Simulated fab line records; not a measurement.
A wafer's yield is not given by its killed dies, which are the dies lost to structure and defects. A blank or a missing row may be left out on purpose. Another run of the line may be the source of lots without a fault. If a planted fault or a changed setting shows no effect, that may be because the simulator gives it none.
Which tool did it? / flow n5 finfet / 32 wafers from 11 lots sampled at 3 of the route's 1938 steps

## WHAT THE GAUGES SHOWED, per wafer
N5_BEOL_M12_THK_MEAS_01.
lot=L749; measured=day 10 06:38; on=film metro-01; M12_ILD_THK (nm)=644 650 656
lot=L748; measured=day 10 07:00; on=film metro-01; M12_ILD_THK (nm)=665 652 666
lot=L750; measured=day 10 23:08; on=film metro-01; M12_ILD_THK (nm)=659 667 670
lot=L751; measured=day 11 06:11; on=film metro-01; M12_ILD_THK (nm)=663 667
lot=L753; measured=day 11 18:49; on=film metro-02; M12_ILD_THK (nm)=652 655 662
lot=L758; measured=day 13 02:04; on=film metro-02; M12_ILD_THK (nm)=656 670 666
lot=L760; measured=day 13 03:03; on=film metro-01; M12_ILD_THK (nm)=641 654 656
lot=L759; measured=day 13 07:10; on=film metro-01; M12_ILD_THK (nm)=657 662 672
lot=L764; measured=day 14 08:53; on=film metro-02; M12_ILD_THK (nm)=655 671 670
lot=L766; measured=day 15 00:29; on=film metro-02; M12_ILD_THK (nm)=657 651 663
lot=L771; measured=day 16 06:19; on=film metro-02; M12_ILD_THK (nm)=651 649 661

## TOOL THAT RAN EACH LOT (tool first, then ch and the chambers of the sampled wafers, then the start)
lot=L749; N5_BEOL_M11_CMP_52=cmp-02 ch 0,1,2, day 10 05:58; N5_BEOL_M11_DEP_56=pecvd-02 ch 0,1, day 10 06:19
lot=L748; N5_BEOL_M11_CMP_52=cmp-01 ch 1,2,3, day 10 06:23; N5_BEOL_M11_DEP_56=pecvd-01 ch 0,1, day 10 06:41
lot=L750; N5_BEOL_M11_CMP_52=cmp-04 ch 0,2, day 10 22:32; N5_BEOL_M11_DEP_56=pecvd-02 ch 1,2, day 10 22:53
lot=L751; N5_BEOL_M11_CMP_52=cmp-04 ch 1,3, day 11 05:39; N5_BEOL_M11_DEP_56=pecvd-04 ch 1, day 11 05:56
lot=L753; N5_BEOL_M11_CMP_52=cmp-02 ch 0,2, day 11 18:14; N5_BEOL_M11_DEP_56=pecvd-02 ch 0,1,2, day 11 18:34
lot=L758; N5_BEOL_M11_CMP_52=cmp-02 ch 0,1, day 13 01:27; N5_BEOL_M11_DEP_56=pecvd-02 ch 0,1,2, day 13 01:48
lot=L760; N5_BEOL_M11_CMP_52=cmp-02 ch 0,2, day 13 02:26; N5_BEOL_M11_DEP_56=pecvd-04 ch 0,2, day 13 02:45
lot=L759; N5_BEOL_M11_CMP_52=cmp-01 ch 0,1,3, day 13 06:33; N5_BEOL_M11_DEP_56=pecvd-04 ch 0,1,2, day 13 06:54
lot=L764; N5_BEOL_M11_CMP_52=cmp-02 ch 2,3, day 14 08:17; N5_BEOL_M11_DEP_56=pecvd-02 ch 0,2, day 14 08:38
lot=L766; N5_BEOL_M11_CMP_52=cmp-02 ch 0,2,3, day 14 23:52; N5_BEOL_M11_DEP_56=pecvd-02 ch 0,2, day 15 00:13
lot=L771; N5_BEOL_M11_CMP_52=cmp-02 ch 0,1,3, day 16 05:42; N5_BEOL_M11_DEP_56=pecvd-01 ch 1,2, day 16 06:03
- N5_BEOL_M11_CMP_52: polishes, stops on SiCOH lowk, t overpolish 7 s, target thk 140 nm.
- N5_BEOL_M11_DEP_56: deposits SiCN from 3MS/NH3, target thk 30 nm, time 10.5 s.

## AS READ BY THE TOOLS THEMSELVES (means over the sampled wafers that have a number; for cases with no such wafer, the mark the record gives instead)
N5_BEOL_M11_CMP_52.
lot=L749; tool=cmp-02; barrier field endpoint s (s)=29.1; motor current A (A)=6.3; overpolish run s (s)=7.000; time to endpoint s (s)=65
lot=L748; tool=cmp-01; barrier field endpoint s (s)=29.8; motor current A (A)=6.1; overpolish run s (s)=7.000; time to endpoint s (s)=66
lot=L750; tool=cmp-04; barrier field endpoint s (s)=29.2; motor current A (A)=6.2; overpolish run s (s)=7.015; time to endpoint s (s)=71
lot=L751; tool=cmp-04; barrier field endpoint s (s)=29.4; motor current A (A)=6.3; overpolish run s (s)=6.995; time to endpoint s (s)=67
lot=L753; tool=cmp-02; barrier field endpoint s (s)=27.9; motor current A (A)=6.3; overpolish run s (s)=7.006; time to endpoint s (s)=63
lot=L758; tool=cmp-02; barrier field endpoint s (s)=28.6; motor current A (A)=6.3; overpolish run s (s)=7.004; time to endpoint s (s)=66
lot=L760; tool=cmp-02; barrier field endpoint s (s)=28.8; motor current A (A)=6.3; overpolish run s (s)=7.003; time to endpoint s (s)=67
lot=L759; tool=cmp-01; barrier field endpoint s (s)=29.4; motor current A (A)=5.9; overpolish run s (s)=6.987; time to endpoint s (s)=68
lot=L764; tool=cmp-02; barrier field endpoint s (s)=29.7; motor current A (A)=5.9; overpolish run s (s)=7.001; time to endpoint s (s)=72
lot=L766; tool=cmp-02; barrier field endpoint s (s)=29.5; motor current A (A)=5.9; overpolish run s (s)=7.005; time to endpoint s (s)=69
lot=L771; tool=cmp-02; barrier field endpoint s (s)=28.3; motor current A (A)=6.0; overpolish run s (s)=7.000; time to endpoint s (s)=62

N5_BEOL_M11_DEP_56.
lot=L749; tool=pecvd-02; rf fwd power W (W)=664; showerhead plenum p Torr (Torr)=4.155; throttle valve pct (%)=18.5
lot=L748; tool=pecvd-01; rf fwd power W (W)=664; showerhead plenum p Torr (Torr)=4.143; throttle valve pct (%)=17.9
lot=L750; tool=pecvd-02; rf fwd power W (W)=662; showerhead plenum p Torr (Torr)=4.150; throttle valve pct (%)=17.6
lot=L751; tool=pecvd-04; rf fwd power W (W)=663; showerhead plenum p Torr (Torr)=4.155; throttle valve pct (%)=18.9
lot=L753; tool=pecvd-02; rf fwd power W (W)=663; showerhead plenum p Torr (Torr)=4.150; throttle valve pct (%)=17.8
lot=L758; tool=pecvd-02; rf fwd power W (W)=666; showerhead plenum p Torr (Torr)=4.147; throttle valve pct (%)=17.9
lot=L760; tool=pecvd-04; rf fwd power W (W)=663; showerhead plenum p Torr (Torr)=4.150; throttle valve pct (%)=18.1
lot=L759; tool=pecvd-04; rf fwd power W (W)=664; showerhead plenum p Torr (Torr)=4.149; throttle valve pct (%)=18.5
lot=L764; tool=pecvd-02; rf fwd power W (W)=667; showerhead plenum p Torr (Torr)=4.136; throttle valve pct (%)=17.6
lot=L766; tool=pecvd-02; rf fwd power W (W)=666; showerhead plenum p Torr (Torr)=4.141; throttle valve pct (%)=17.6
lot=L771; tool=pecvd-01; rf fwd power W (W)=666; showerhead plenum p Torr (Torr)=4.157; throttle valve pct (%)=19.1

## THE ANSWER, worked out from the rows above alone
Rule: the usual values come from the lots themselves. The widest of any qualifying gaps counts: lots, ordered by their means at a reading, are off when they make up no more than a third of the lots, leave a main group of 4 or more, and stand apart from it by 3 or more times the standard deviation of that group's means. Not used: any main group whose means are identical at the precision the tables above print for the reading. Also off: a lot with no number at a reading for which 4 or more lots have one. Any other lot the step has rows for is counted as sound. Order of review: gauges by route order, followed by the tools' own readings, for which a lot's mean as printed above is used. The first step at which some lot is off is used, and at that step the reading that is off furthest; a lot without a number counts as furthest.
No lot is off at any reading shown: from this, nothing can be told.

## WHAT HAD BEEN PUT IN BY THE SIMULATOR
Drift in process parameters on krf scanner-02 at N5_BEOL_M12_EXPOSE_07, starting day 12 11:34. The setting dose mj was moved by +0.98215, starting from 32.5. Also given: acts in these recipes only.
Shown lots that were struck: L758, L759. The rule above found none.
